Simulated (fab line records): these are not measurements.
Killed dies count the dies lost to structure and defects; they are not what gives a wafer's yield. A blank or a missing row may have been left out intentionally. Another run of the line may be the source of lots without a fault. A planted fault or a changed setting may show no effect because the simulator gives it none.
A struck lot beside a sound one ; flow nand-harc ; 17 out of 1302 route steps
Sound: these wafers, L787.2, L787.3, L787.4. The struck wafers were L793.2, L793.4, L793.5. The cause is given at the end.
At each step with rows: each side's tool, then ch and its chambers, then its first start. Under that, the readings that differ: sound wafers ; struck wafers ; difference of the means ; sigmas: that difference in standard deviations of wafers without a fault.
alike: a reading whose means differ by less than 2 such deviations, as well as words and numbers matching on both sides. not compared: withheld readings; readings where some wafer has no value; bounds like >300 that might hide an equal value; numbers whose values overlap and for which the record gives no deviation.
The two part at a step that has a row with sigmas, a row that says differs or no value, or rows on one side only. Non-overlapping numbers with no deviation appear without sigmas and do not part them. A reading missing from all wafers of one side parts the sides only when that side holds two or more wafers.

NHARC_A_M1_INSPECT_11:
  struck on defect-inspect-01, day 28 12:44; sound on defect-inspect-01, day 26 16:04
  alike: raw-defect-count
NHARC_A_M1_DESCUM_14: chemistry O2, time 3 s.
  sound on rie-diel-01 ch 1,2,3, day 26 16:07; struck on rie-diel-01 ch 0,3, day 28 12:48
  alike: drypump-motor-current-A, oes-product-au, rf-vpp-V, showerhead-plenum-p-Torr, throttle-valve-pct
  not compared: rf-hours-counter-h
then, 1 step without rows for these wafers: NHARC_A_M1_ETCH_35 (etches the open film in N2/H2, target depth 40 nm, overetch 12 nm, time 43.94 s).
NHARC_A_M1_ETCH_15: etches the open film in C4F8/Ar, target depth 182.5 nm, time 91.2 s.
  sound: rie-diel-01 ch 0,2,3; struck: rie-diel-01 ch 0,1
  alike: oes-product-au, rf-fwd-power-W, rf-vpp-V
  not compared: rf-hours-counter-h
NHARC_A_M1_CD_MEAS_16:
  struck on cd-sem-03, day 28 13:09; sound on cd-sem-03, day 26 16:26
  alike: cd-nm
then, 1 step without rows for these wafers: NHARC_A_M1_STRIP_18 (strips in N2/H2).
NHARC_A_M1_ETCH_28: etches the open film in CF4/N2, target depth 30 nm, time 72.99 s.
  sound: rie-diel-05 ch 0,1,2; struck: rie-diel-07 ch 1,2,3
reading;sound;struck;difference;sigmas
rf-fwd-power-W (W);299.4 299.2 297.8;294.2 297.4 295.9;-3.0;-2
  alike: drypump-motor-current-A, oes-product-au, rf-vpp-V, showerhead-plenum-p-Torr, throttle-valve-pct
  not compared: rf-hours-counter-h
then, 4 steps without rows for these wafers: NHARC_A_M1_STRIP_19 (strips in post etch residue remover, time 600 s); NHARC_A_M1_DEGAS_29 (time 60 s); NHARC_A_M1_PRE_CLEAN_30 (time 30 s); NHARC_A_M1_PVD_20 (deposits TaN, target thk 5 nm, time 8.06 s).
NHARC_A_M1_PVD_21: deposits Cu, target thk 30 nm, time 20.49 s.
  sound on pvd-sputter-03; struck on pvd-sputter-03
  alike: throttle-valve-pct
NHARC_A_M1_ECD_22: material Cu, target thk 400 nm.
  sound on ecd-cu-01 ch 0,1, day 26 17:58; struck on ecd-cu-02 ch 0,1, day 28 14:14
NHARC_A_M1_ANNEAL_31: time 90 s.
  sound on rtp-anneal-02 ch 0, day 26 18:20; struck on rtp-anneal-02 ch 0, day 28 14:40
  alike: wafer_temp_C_max
NHARC_A_M1_CMP_23: polishes, t overpolish 20 s, target thk 154.34 nm.
  sound on cmp-02 ch 0,1,2, day 26 18:38; struck on cmp-02 ch 0,2,3, day 28 14:58
reading;sound;struck;difference;sigmas
time-to-endpoint-s (s);31 26 27;11 10 16;-16;-5
  alike: motor-current-A, retaining-ring-pressure-frac
NHARC_A_M1_THK_MEAS_24: measures by xrf.
  struck on film-metro-02, day 28 15:17; sound on film-metro-02, day 26 18:57
  alike: thk-nm
NHARC_END_SORT_01:
  the record has rows for the sound wafers here (prober-01 ch 0, day 28 10:11) and none for the struck ones

== WHERE THEY PART ==
Earliest at NHARC_A_M1_ETCH_28; latest, in this record, at NHARC_END_SORT_01.

WHY: the cause the simulator had injected
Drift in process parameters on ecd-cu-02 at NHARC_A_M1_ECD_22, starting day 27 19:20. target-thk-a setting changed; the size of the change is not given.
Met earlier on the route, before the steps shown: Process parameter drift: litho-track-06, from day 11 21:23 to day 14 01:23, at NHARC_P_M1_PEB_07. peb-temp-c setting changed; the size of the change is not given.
